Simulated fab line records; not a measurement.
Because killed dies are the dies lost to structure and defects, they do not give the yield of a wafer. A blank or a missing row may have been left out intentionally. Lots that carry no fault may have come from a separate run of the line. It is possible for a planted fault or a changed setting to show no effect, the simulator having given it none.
fab line records	flow n5-finfet
record: lots: 24	wafers: 72	last-day: 19
route steps=1938 shown BEOL_M7@1321 BEOL_M8@1374
lots that met no fault: taken from a fault-free run of the same line
start-h: start of the lot's first displayed wafer, in hours after the record's first day	wait-h: hours elapsed since this lot's preceding step	" as in the row above	L1.1+2: one row covering several wafers at once	- no value, or no start given	* or withheld: withheld	< > ~ a bound
route shown NAME@n: a module of which the file shows steps, and the number in the route of the first	usual: mean and standard deviation over wafers with no fault	same: alike in all rows	chamber/n: place in a boat	sites: each site's reading	_std_site: the values' standard deviation	_edge_site: outer sites' mean less inner sites'	radius-mm: how far each site lies from the wafer's centre	mask NAME#n: copy n	behind: the most recent tool/chamber to have shaped the wafer	hold: reason for holding the lot/hours on hold/outcome of the hold	device: whichever transistor did not switch (one of n, p or np)	end of line: the same wafers' tests at the end of the route	where a step has no rows: the recipe by itself	killed: dies that structure and defects cost at the first sort, which is not the same as the wafer's yield	map: shows each die of a wafer: x if killed, . if not, _ if none is there
set.NAME: the setting that was run; set.NAME@STEP: the one run at that earlier step	model.NAME: the simulator's own value behind a step, which no gauge read
one table for each step of the route and one row for each wafer, over a sample of lots
services: the hour from which a tool's chamber was out of use, counted from the record's first day as start-h (under 0 if before that day), plus the number of hours and why
== steps ==
step: N5_BEOL_M7_SURFACE_TREAT_79
recipe: gas: Ar	time-s: *	ion-energy-ev: *	ion-current-ma-cm2: 0.5	pressure-mtorr: *	ar-flow-sccm: 30
usual: throttle-valve-pct: *
lot.wafer	tool	chamber	start-h	wait-h	throttle-valve-pct
L074.1	pvd-sputter-01	-	237.99	1.6	*
L074.3	"	-	"	"	*
L074.6	"	-	"	"	*
L076.1	pvd-sputter-02	-	251.39	0.4	*
L076.4	"	-	"	"	*
L076.5	"	-	"	"	*
L077.1	pvd-sputter-02	-	265.50	0.2	*
L077.4	"	-	"	"	*
L077.5	"	-	"	"	*
L075.2	pvd-sputter-03	-	269.42	0.2	*
L075.4	"	-	"	"	*
L075.6	"	-	"	"	*
L078.1	pvd-sputter-03	-	272.98	0.3	*
L078.3	"	-	"	"	*
L078.4	"	-	"	"	*
L079.1	pvd-sputter-02	-	277.27	0.2	*
L079.4	"	-	"	"	*
L079.6	"	-	"	"	*
L080.1	pvd-sputter-02	-	291.89	0.2	*
L080.4	"	-	"	"	*
L080.6	"	-	"	"	*
L081.1	pvd-sputter-01	-	300.34	0.2	*
L081.3	"	-	"	"	*
L081.4	"	-	"	"	*
L082.3	pvd-sputter-02	-	304.35	0.2	*
L082.4	"	-	"	"	*
L082.6	"	-	"	"	*
L084.1	pvd-sputter-03	-	304.84	0.5	*
L084.4	"	-	"	"	*
L084.6	"	-	"	"	*
L083.2	pvd-sputter-01	-	308.51	0.2	*
L083.4	"	-	"	"	*
L083.6	"	-	"	"	*
L085.2	pvd-sputter-01	-	316.45	0.2	*
L085.3	"	-	"	"	*
L085.4	"	-	"	"	*
L087.1	pvd-sputter-02	-	316.95	0.3	*
L087.2	"	-	"	"	*
L087.5	"	-	"	"	*
L086.1	pvd-sputter-03	-	335.53	0.2	*
L086.5	"	-	"	"	*
L086.6	"	-	"	"	*
L090.3	pvd-sputter-03	-	339.29	0.2	*
L090.4	"	-	"	"	*
L090.5	"	-	"	"	*
L089.2	pvd-sputter-03	-	339.45	0.2	*
L089.3	"	-	"	"	*
L089.6	"	-	"	"	*
L088.1	pvd-sputter-01	-	349.40	0.3	*
L088.3	"	-	"	"	*
L088.6	"	-	"	"	*
L092.1	pvd-sputter-03	-	362.91	0.2	*
L092.2	"	-	"	"	*
L092.6	"	-	"	"	*
L091.1	pvd-sputter-01	-	363.24	0.3	*
L091.2	"	-	"	"	*
L091.6	"	-	"	"	*
L093.1	pvd-sputter-01	-	370.24	0.2	*
L093.4	"	-	"	"	*
L093.6	"	-	"	"	*
L094.1	pvd-sputter-03	-	374.57	0.2	*
L094.2	"	-	"	"	*
L094.5	"	-	"	"	*
L095.2	pvd-sputter-02	-	374.75	0.3	*
L095.5	"	-	"	"	*
L095.6	"	-	"	"	*
L096.2	pvd-sputter-01	-	375.77	0.3	*
L096.4	"	-	"	"	*
L096.5	"	-	"	"	*
L097.2	pvd-sputter-03	-	384.81	0.2	*
L097.3	"	-	"	"	*
L097.6	"	-	"	"	*
step: N5_BEOL_M7_DEP_56
recipe: material: SiCN	target-thk-a: 100	temp-c: withheld	precursor: 3MS/NH3	pressure-torr: 3	rf-w: 202	time-s: 17.5
usual: showerhead-plenum-p-Torr: 3.671/0.018	throttle-valve-pct: 9.0/0.49
lot.wafer	tool	chamber	start-h	wait-h	showerhead-plenum-p-Torr	throttle-valve-pct
L074.1	pecvd-04	1	239.21	0.0	3.649	8.6
L074.3	"	2	"	"	3.681	8.5
L074.6	"	1	"	"	3.639	8.8
L076.1	pecvd-04	1	253.20	0.0	3.634	8.9
L076.4	"	2	"	"	3.674	8.9
L076.5	"	1	"	"	3.643	8.6
L077.1	pecvd-04	2	266.81	0.0	3.686	8.6
L077.4	"	2	"	"	3.684	8.9
L077.5	"	0	"	"	3.679	9.5
L075.2	pecvd-01	2	270.56	0.0	3.677	8.0
L075.4	"	2	"	"	3.677	8.1
L075.6	"	0	"	"	3.658	8.7
L078.1	pecvd-04	2	274.65	0.0	3.686	8.8
L078.3	"	1	"	"	3.648	8.7
L078.4	"	0	"	"	3.683	9.6
L079.1	pecvd-02	2	278.42	0.0	3.681	9.3
L079.4	"	2	"	"	3.674	9.4
L079.6	"	2	"	"	3.676	9.2
L080.1	pecvd-02	0	293.76	0.0	3.670	9.2
L080.4	"	1	"	"	3.650	8.9
L080.6	"	2	"	"	3.680	9.1
L081.1	pecvd-04	1	301.59	0.0	3.629	8.6
L081.3	"	2	"	"	3.678	8.7
L081.4	"	1	"	"	3.634	8.4
L082.3	pecvd-01	0	305.50	0.0	3.666	8.6
L082.4	"	1	"	"	3.698	10.0
L082.6	"	2	"	"	3.674	8.3
L084.1	pecvd-01	1	306.23	0.0	3.697	10.2
L084.4	"	0	"	"	3.660	8.6
L084.6	"	1	"	"	3.706	9.6
L083.2	pecvd-01	0	310.05	0.0	3.672	8.7
L083.4	"	2	"	"	3.680	8.4
L083.6	"	1	"	"	3.692	9.9
L085.2	pecvd-02	0	317.52	0.0	3.676	9.1
L085.3	"	1	"	"	3.646	8.6
L085.4	"	0	"	"	3.670	9.5
L087.1	pecvd-04	0	318.06	0.0	3.676	9.5
L087.2	"	2	"	"	3.683	8.8
L087.5	"	1	"	"	3.639	8.7
L086.1	pecvd-04	1	336.80	0.0	3.639	8.8
L086.5	"	1	"	"	3.637	8.8
L086.6	"	0	"	"	3.678	9.5
L090.3	pecvd-01	1	340.35	0.0	3.702	10.2
L090.4	"	2	"	"	3.679	8.1
L090.5	"	0	"	"	3.668	8.8
L089.2	pecvd-02	0	340.83	0.0	3.672	9.2
L089.3	"	2	"	"	3.668	9.6
L089.6	"	0	"	"	3.672	9.3
L088.1	pecvd-04	1	350.83	0.0	3.646	8.9
L088.3	"	0	"	"	3.681	9.5
L088.6	"	1	"	"	3.647	8.6
L092.1	pecvd-01	2	364.20	0.0	3.673	8.3
L092.2	"	1	"	"	3.709	10.0
L092.6	"	1	"	"	3.704	9.9
L091.1	pecvd-04	0	364.63	0.0	3.678	9.6
L091.2	"	2	"	"	3.688	8.5
L091.6	"	0	"	"	3.672	9.3
L093.1	pecvd-04	0	371.70	0.0	3.672	9.5
L093.4	"	1	"	"	3.641	8.6
L093.6	"	2	"	"	3.677	9.0
L094.1	pecvd-01	0	375.92	0.0	3.665	8.6
L094.2	"	2	"	"	3.676	8.5
L094.5	"	2	"	"	3.670	8.4
L095.2	pecvd-02	2	376.07	0.0	3.679	9.5
L095.5	"	2	"	"	3.676	9.3
L095.6	"	0	"	"	3.663	9.2
L096.2	pecvd-04	1	377.12	0.0	3.649	8.6
L096.4	"	2	"	"	3.684	8.8
L096.5	"	0	"	"	3.686	9.5
L097.2	pecvd-02	2	386.48	0.1	3.677	9.3
L097.3	"	2	"	"	3.669	9.3
L097.6	"	2	"	"	3.680	9.3
step: N5_BEOL_M8_VIA_ETCH_34
recipe: chemistry: C4F6/O2	target: SiCOH_lowk	target-depth-a: 1255	mask-material: SOC	taper-deg: 4	time-s: 50.5	ion-energy-ev: 250	pressure-mtorr: 30	source-w: 345	bias-w: 185	Ar_flow_sccm: 300	C4F6_flow_sccm: 10	O2_flow_sccm: 10
usual: drypump-motor-current-A: 5.8/0.49	oes_f_703_au: 0.80/0.082	oes-product-au: 0.81/0.091	rf-vpp-V: 672/14	showerhead-plenum-p-Torr: 2.85/0.11	throttle-valve-pct: 20.8/0.33
lot.wafer	tool	chamber	start-h	wait-h	drypump-motor-current-A	oes_f_703_au	oes-product-au	rf-hours-counter-h	rf-vpp-V	showerhead-plenum-p-Torr	throttle-valve-pct
L074.1	rie-diel-04	0	243.77	0.0	6.0	0.76	0.73	160	662	2.85	21.4
L074.3	"	2	"	"	5.6	0.69	0.69	212	687	2.71	21.1
L074.6	"	2	"	"	5.6	0.69	0.70	-	686	2.71	21.2
L076.1	rie-diel-03	3	259.45	0.0	6.5	0.70	0.69	236	662	2.90	20.8
L076.4	"	2	"	"	5.3	0.75	0.74	-	672	2.74	20.6
L076.5	"	3	"	"	6.5	0.70	0.69	-	663	2.90	20.9
L077.1	rie-diel-04	3	271.44	0.0	5.2	0.91	0.93	8	700	3.03	20.4
L077.4	"	1	"	"	6.4	0.81	0.86	41	683	2.91	20.6
L077.5	"	2	"	"	5.6	0.69	0.69	-	686	2.70	21.2
L075.2	rie-diel-01	0	276.08	0.0	6.4	0.69	0.68	228	650	2.94	21.3
L075.4	"	3	"	"	6.0	0.85	0.86	72	663	2.78	20.6
L075.6	"	0	"	"	6.4	0.69	0.68	-	651	2.93	21.3
L078.1	rie-diel-04	3	280.48	0.0	5.2	0.89	0.93	11	698	3.02	20.4
L078.3	"	0	"	"	6.0	0.73	0.72	174	662	2.84	21.4
L078.4	"	1	"	"	6.4	0.80	0.85	45	683	2.91	20.7
L079.1	rie-diel-04	2	286.26	0.0	5.6	0.68	0.68	229	686	2.70	21.2
L079.4	"	1	"	"	6.4	0.80	0.85	47	682	2.90	20.6
L079.6	"	0	"	"	6.0	0.74	0.71	-	661	2.84	21.4
L080.1	rie-diel-01	0	298.95	0.0	6.4	0.69	0.67	237	649	2.93	21.3
L080.4	"	2	"	"	6.6	0.73	0.72	192	662	2.71	21.3
L080.6	"	0	"	"	6.4	0.69	0.68	-	652	2.93	21.3
L081.1	rie-diel-01	0	306.90	0.0	6.4	0.69	0.68	240	650	2.93	21.3
L081.3	"	2	"	"	6.6	0.73	0.72	195	664	2.70	21.3
L081.4	"	1	"	"	5.8	0.82	0.83	69	673	2.75	20.9
L084.1	rie-diel-03	2	310.87	0.0	5.3	0.74	0.73	173	672	2.73	20.6
L084.4	"	0	"	"	5.7	0.92	0.93	-	675	3.03	20.6
L084.6	"	1	"	"	5.2	0.87	0.87	-	669	2.90	20.5
L082.3	rie-diel-01	1	311.04	0.0	5.8	0.82	0.83	70	672	2.75	20.9
L082.4	"	3	"	"	5.9	0.84	0.85	84	664	2.77	20.6
L082.6	"	3	"	"	5.9	0.84	0.86	-	663	2.77	20.5
L083.2	rie-diel-03	1	315.29	0.0	5.2	0.87	0.86	41	667	2.90	20.5
L083.4	"	1	"	"	5.2	0.87	0.87	-	669	2.90	20.6
L083.6	"	2	"	"	5.2	0.74	0.72	-	671	2.73	20.6
L085.2	rie-diel-01	2	321.32	0.0	6.5	0.73	0.71	200	663	2.70	21.3
L085.3	"	0	"	"	6.4	0.69	0.67	244	650	2.93	21.3
L085.4	"	1	"	"	5.8	0.81	0.82	74	670	2.75	20.9
L087.1	rie-diel-03	1	321.50	0.0	5.2	0.87	0.86	43	669	2.90	20.5
L087.2	"	2	"	"	5.3	0.73	0.73	178	670	2.73	20.6
L087.5	"	1	"	"	5.2	0.87	0.86	-	668	2.90	20.5
L086.1	rie-diel-04	2	340.40	0.0	5.6	0.68	0.68	247	686	2.69	21.2
L086.5	"	3	"	"	5.2	0.86	0.87	-	701	3.01	20.4
L086.6	"	0	"	"	6.0	0.72	0.69	-	660	2.83	21.4
L090.3	rie-diel-03	1	348.77	0.0	5.2	0.85	0.85	52	668	2.89	20.6
L090.4	"	1	"	"	5.2	0.85	0.86	-	669	2.89	20.5
L090.5	"	3	"	"	6.5	0.94	0.93	-	663	2.89	20.4
L089.2	rie-diel-04	3	349.53	0.0	5.2	0.85	0.87	38	698	3.01	20.5
L089.3	"	0	"	"	6.0	0.71	0.69	203	661	2.83	21.4
L089.6	"	0	"	"	6.0	0.71	0.69	-	658	2.83	21.4
L088.1	rie-diel-04	1	356.61	0.0	6.4	0.76	0.80	78	683	2.89	20.7
L088.3	"	3	"	"	5.2	0.84	0.86	41	699	3.01	20.4
L088.6	"	3	"	"	5.2	0.84	0.85	-	700	3.01	20.5
L092.1	rie-diel-01	1	369.11	0.0	5.8	0.80	0.82	92	671	2.74	20.9
L092.2	"	2	"	"	6.5	0.72	0.71	218	662	2.69	21.3
L092.6	"	0	"	"	6.4	0.98	0.99	-	651	2.92	20.9
L091.1	rie-diel-03	2	370.50	0.0	5.3	0.72	0.71	196	672	2.72	20.7
L091.2	"	1	"	"	5.2	0.84	0.85	61	669	2.89	20.6
L091.6	"	1	"	"	5.2	0.84	0.84	-	666	2.89	20.6
L093.1	rie-diel-04	2	378.06	0.0	5.6	0.94	0.96	5	697	3.03	20.9
L093.4	"	1	"	"	6.4	0.76	0.80	85	682	2.89	20.7
L093.6	"	3	"	"	5.2	0.83	0.85	-	699	3.01	20.4
L094.1	rie-diel-01	0	382.85	0.0	6.4	0.97	0.97	8	651	2.92	21.0
L094.2	"	3	"	"	5.9	0.81	0.82	112	665	2.76	20.6
L094.5	"	0	"	"	6.4	0.96	0.98	-	651	2.92	20.9
L095.2	rie-diel-03	3	382.88	0.0	6.5	0.91	0.89	19	662	2.89	20.4
L095.5	"	0	"	"	5.6	0.87	0.86	-	676	3.02	20.6
L095.6	"	1	"	"	5.2	0.84	0.83	-	668	2.89	20.6
L096.2	rie-diel-01	3	383.25	0.0	6.0	0.81	0.82	112	662	2.76	20.6
L096.4	"	2	"	"	6.6	0.72	0.71	223	662	2.69	21.3
L096.5	"	0	"	"	6.4	0.97	0.97	-	651	2.92	20.9
L097.2	rie-diel-04	3	394.46	0.0	5.2	0.83	0.84	56	697	3.00	20.5
L097.3	"	1	"	"	6.4	0.75	0.80	91	683	2.88	20.7
L097.6	"	2	"	"	5.6	0.91	0.94	-	696	3.02	20.9
step: N5_BEOL_M8_CD_MEAS_35
recipe: target-cd-nm: 40	polarity: opening
usual: cd-nm: 39.7/0.6
lot.wafer	tool	chamber	start-h	wait-h	cd-nm
L074.1	cd-sem-02	-	244.18	0.0	40.4
L074.3	"	-	"	"	39.5
L074.6	"	-	"	"	40.3
L076.1	cd-sem-03	-	259.96	0.0	41.3
L076.4	"	-	"	"	39.9
L076.5	"	-	"	"	39.7
L077.1	cd-sem-02	-	271.84	0.0	39.8
L077.4	"	-	"	"	38.5
L077.5	"	-	"	"	39.4
L075.2	cd-sem-03	-	276.48	0.0	39.7
L075.4	"	-	"	"	39.0
L075.6	"	-	"	"	39.8
L078.1	cd-sem-03	-	280.89	0.0	40.5
L078.3	"	-	"	"	40.0
L078.4	"	-	"	"	40.2
L079.1	cd-sem-02	-	286.66	0.0	40.0
L079.4	"	-	"	"	40.5
L079.6	"	-	"	"	40.9
L080.1	cd-sem-03	-	299.35	0.0	39.8
L080.4	"	-	"	"	40.2
L080.6	"	-	"	"	40.1
L081.1	cd-sem-02	-	307.31	0.0	40.7
L081.3	"	-	"	"	39.1
L081.4	"	-	"	"	39.8
L084.1	cd-sem-02	-	311.27	0.0	39.6
L084.4	"	-	"	"	39.3
L084.6	"	-	"	"	39.5
L082.3	cd-sem-02	-	311.45	0.0	38.5
L082.4	"	-	"	"	38.6
L082.6	"	-	"	"	40.1
L083.2	cd-sem-01	-	315.70	0.0	39.7
L083.4	"	-	"	"	39.6
L083.6	"	-	"	"	39.3
L085.2	cd-sem-01	-	321.74	0.0	39.6
L085.3	"	-	"	"	40.8
L085.4	"	-	"	"	41.1
L087.1	cd-sem-02	-	321.91	0.0	39.9
L087.2	"	-	"	"	39.7
L087.5	"	-	"	"	40.9
L086.1	cd-sem-03	-	340.93	0.0	39.6
L086.5	"	-	"	"	40.2
L086.6	"	-	"	"	40.2
L090.3	cd-sem-02	-	349.18	0.0	38.6
L090.4	"	-	"	"	40.8
L090.5	"	-	"	"	39.4
L089.2	cd-sem-01	-	349.94	0.0	39.5
L089.3	"	-	"	"	39.8
L089.6	"	-	"	"	39.2
L088.1	cd-sem-03	-	357.02	0.0	38.3
L088.3	"	-	"	"	39.7
L088.6	"	-	"	"	39.7
L092.1	cd-sem-02	-	369.65	0.0	39.3
L092.2	"	-	"	"	40.2
L092.6	"	-	"	"	40.1
L091.1	cd-sem-02	-	371.04	0.0	39.2
L091.2	"	-	"	"	40.6
L091.6	"	-	"	"	40.0
L093.1	cd-sem-02	-	378.46	0.0	39.6
L093.4	"	-	"	"	39.2
L093.6	"	-	"	"	39.9
L094.1	cd-sem-01	-	383.25	0.0	39.8
L094.2	"	-	"	"	39.9
L094.5	"	-	"	"	39.9
L095.2	cd-sem-01	-	383.30	0.0	40.0
L095.5	"	-	"	"	40.4
L095.6	"	-	"	"	40.9
L096.2	cd-sem-01	-	383.66	0.0	39.0
L096.4	"	-	"	"	39.1
L096.5	"	-	"	"	39.7
L097.2	cd-sem-03	-	394.86	0.0	40.3
L097.3	"	-	"	"	39.7
L097.6	"	-	"	"	39.2
step: N5_BEOL_M8_DEGAS_44
recipe: ambient: vacuum	temp-c: 250	time-s: 60
usual: heater-power-w: 319/37
lot.wafer	tool	chamber	start-h	wait-h	heater-power-w
L074.1	pvd-sputter-01	-	245.03	0.6	356
L074.3	"	-	"	"	293
L074.6	"	-	"	"	349
L076.1	pvd-sputter-02	-	260.50	0.4	282
L076.4	"	-	"	"	320
L076.5	"	-	"	"	386
L077.1	pvd-sputter-02	-	272.26	0.3	389
L077.4	"	-	"	"	283
L077.5	"	-	"	"	284
L075.2	pvd-sputter-02	-	277.31	0.6	382
L075.4	"	-	"	"	283
L075.6	"	-	"	"	319
L078.1	pvd-sputter-02	-	281.67	0.7	386
L078.3	"	-	"	"	326
L078.4	"	-	"	"	284
L079.1	pvd-sputter-02	-	287.43	0.6	276
L079.4	"	-	"	"	385
L079.6	"	-	"	"	284
L080.1	pvd-sputter-01	-	300.18	0.7	345
L080.4	"	-	"	"	317
L080.6	"	-	"	"	295
L081.1	pvd-sputter-03	-	307.96	0.6	279
L081.3	"	-	"	"	263
L081.4	"	-	"	"	284
L084.1	pvd-sputter-02	-	312.32	1.0	320
L084.4	"	-	"	"	287
L084.6	"	-	"	"	378
L082.3	pvd-sputter-02	-	312.40	0.8	319
L082.4	"	-	"	"	279
L082.6	"	-	"	"	277
L083.2	pvd-sputter-01	-	316.53	0.7	349
L083.4	"	-	"	"	294
L083.6	"	-	"	"	352
L085.2	pvd-sputter-01	-	322.43	0.6	288
L085.3	"	-	"	"	315
L085.4	"	-	"	"	352
L087.1	pvd-sputter-01	-	322.63	0.6	295
L087.2	"	-	"	"	355
L087.5	"	-	"	"	297
L086.1	pvd-sputter-03	-	342.91	1.8	290
L086.5	"	-	"	"	285
L086.6	"	-	"	"	276
L090.3	pvd-sputter-01	-	349.56	0.2	316
L090.4	"	-	"	"	294
L090.5	"	-	"	"	293
L089.2	pvd-sputter-01	-	351.74	1.7	320
L089.3	"	-	"	"	346
L089.6	"	-	"	"	293
L088.1	pvd-sputter-01	-	357.56	0.5	357
L088.3	"	-	"	"	291
L088.6	"	-	"	"	366
L092.1	pvd-sputter-01	-	370.66	0.8	306
L092.2	"	-	"	"	358
L092.6	"	-	"	"	350
L091.1	pvd-sputter-03	-	373.99	2.9	272
L091.2	"	-	"	"	346
L091.6	"	-	"	"	356
L093.1	pvd-sputter-03	-	379.13	0.6	267
L093.4	"	-	"	"	274
L093.6	"	-	"	"	288
L094.1	pvd-sputter-01	-	384.17	0.8	353
L094.2	"	-	"	"	293
L094.5	"	-	"	"	321
L095.2	pvd-sputter-01	-	384.33	0.7	294
L095.5	"	-	"	"	350
L095.6	"	-	"	"	319
L096.2	pvd-sputter-03	-	384.53	0.6	284
L096.4	"	-	"	"	266
L096.5	"	-	"	"	270
L097.2	pvd-sputter-01	-	395.49	0.5	351
L097.3	"	-	"	"	354
L097.6	"	-	"	"	303
step: N5_BEOL_M8_DEP_56
recipe: material: SiCN	target-thk-a: 100	temp-c: withheld	precursor: 3MS/NH3	pressure-torr: 3	rf-w: 202	time-s: 17.5
usual: showerhead-plenum-p-Torr: 3.674/0.017	throttle-valve-pct: 9.0/0.59
lot.wafer	tool	chamber	start-h	wait-h	showerhead-plenum-p-Torr	throttle-valve-pct
L074.1	pecvd-01	1	248.26	0.0	3.707	10.1
L074.3	"	0	"	"	3.669	8.7
L074.6	"	0	"	"	3.672	8.8
L076.1	pecvd-01	1	262.48	0.0	3.709	10.0
L076.4	"	2	"	"	3.670	8.1
L076.5	"	1	"	"	3.705	10.0
L077.1	pecvd-01	0	273.99	0.0	3.667	8.7
L077.4	"	2	"	"	3.678	8.2
L077.5	"	0	"	"	3.677	8.6
L075.2	pecvd-03	2	279.59	0.0	3.679	8.1
L075.4	"	0	"	"	3.668	9.5
L075.6	"	2	"	"	3.682	8.1
L078.1	pecvd-03	0	283.25	0.0	3.665	9.2
L078.3	"	2	"	"	3.684	8.4
L078.4	"	0	"	"	3.660	9.2
L079.1	pecvd-04	2	289.88	0.0	3.684	8.7
L079.4	"	0	"	"	3.676	9.3
L079.6	"	2	"	"	3.674	8.7
L080.1	pecvd-01	1	301.98	0.0	3.697	9.9
L080.4	"	2	"	"	3.675	8.2
L080.6	"	0	"	"	3.664	8.8
L081.1	pecvd-01	0	309.78	0.0	3.663	8.5
L081.3	"	1	"	"	3.699	10.1
L081.4	"	0	"	"	3.667	8.8
L084.1	pecvd-01	0	313.77	0.0	3.665	8.8
L084.4	"	1	"	"	3.700	10.0
L084.6	"	2	"	"	3.681	8.3
L082.3	pecvd-04	0	314.16	0.0	3.678	9.4
L082.4	"	2	"	"	3.681	9.2
L082.6	"	0	"	"	3.682	9.5
L083.2	pecvd-04	1	318.29	0.0	3.649	8.5
L083.4	"	1	"	"	3.649	8.7
L083.6	"	2	"	"	3.688	8.7
L085.2	pecvd-01	0	324.54	0.0	3.672	8.6
L085.3	"	2	"	"	3.671	8.4
L085.4	"	2	"	"	3.694	8.3
L087.1	pecvd-03	2	324.56	0.0	3.675	8.1
L087.2	"	0	"	"	3.666	9.0
L087.5	"	1	"	"	3.657	9.7
L086.1	pecvd-03	2	344.93	0.0	3.675	8.2
L086.5	"	2	"	"	3.681	8.4
L086.6	"	0	"	"	3.660	9.3
L090.3	pecvd-03	1	352.89	0.0	3.658	9.4
L090.4	"	0	"	"	3.655	9.3
L090.5	"	1	"	"	3.661	9.4
L089.2	pecvd-03	2	353.43	0.0	3.680	8.6
L089.3	"	0	"	"	3.657	9.2
L089.6	"	1	"	"	3.646	9.5
L088.1	pecvd-01	0	361.15	0.0	3.670	8.6
L088.3	"	1	"	"	3.716	9.9
L088.6	"	2	"	"	3.676	8.2
L092.1	pecvd-03	1	372.94	0.0	3.660	9.4
L092.2	"	2	"	"	3.677	8.3
L092.6	"	0	"	"	3.654	9.4
L091.1	pecvd-03	0	375.75	0.0	3.668	9.4
L091.2	"	2	"	"	3.679	8.3
L091.6	"	0	"	"	3.665	9.4
L093.1	pecvd-04	2	382.61	0.0	3.687	9.0
L093.4	"	0	"	"	3.683	9.1
L093.6	"	2	"	"	3.678	8.7
L094.1	pecvd-01	2	386.19	0.0	3.675	8.4
L094.2	"	0	"	"	3.667	8.8
L094.5	"	0	"	"	3.665	8.8
L095.2	pecvd-03	1	386.46	0.0	3.654	9.1
L095.5	"	1	"	"	3.651	9.3
L095.6	"	2	"	"	3.677	8.5
L096.2	pecvd-01	0	386.81	0.0	3.671	8.5
L096.4	"	1	"	"	3.697	9.9
L096.5	"	2	"	"	3.679	8.3
L097.2	pecvd-04	2	397.48	0.0	3.685	8.8
L097.3	"	1	"	"	3.654	8.4
L097.6	"	1	"	"	3.639	8.8
== services ==
tool	chamber	start-h	hours	kind
pecvd-01	-	227.82	5.1	repair
pvd-sputter-02	-	228.43	5.9	repair
pecvd-03	-	229.72	4.3	pm
rie-diel-01	0	236.26	2.0	repair
pecvd-03	0	236.89	5.9	repair
rie-diel-01	1	242.72	9.3	repair
pecvd-04	0	248.19	5.5	scheduled-down
rie-diel-03	1	252.93	10.3	repair
pecvd-01	-	284.69	6.0	pm
rie-diel-04	2	296.24	7.2	repair
pecvd-03	-	296.50	5.5	pm
pecvd-02	-	308.73	1.0	repair
pecvd-01	2	314.69	2.1	scheduled-down
pecvd-01	2	333.84	5.5	scheduled-down
rie-diel-03	0	346.69	3.6	repair
pecvd-03	-	346.72	1.8	repair
rie-diel-03	3	355.22	1.7	repair
rie-diel-03	0	357.58	3.6	repair
rie-diel-04	0	357.66	5.9	repair
pecvd-02	1	357.81	13.2	repair
pecvd-01	1	374.02	4.6	repair
rie-diel-03	-	374.21	0.7	repair
pecvd-01	-	379.46	1.3	repair
pvd-sputter-02	-	382.94	2.5	repair
== key ==
fault none
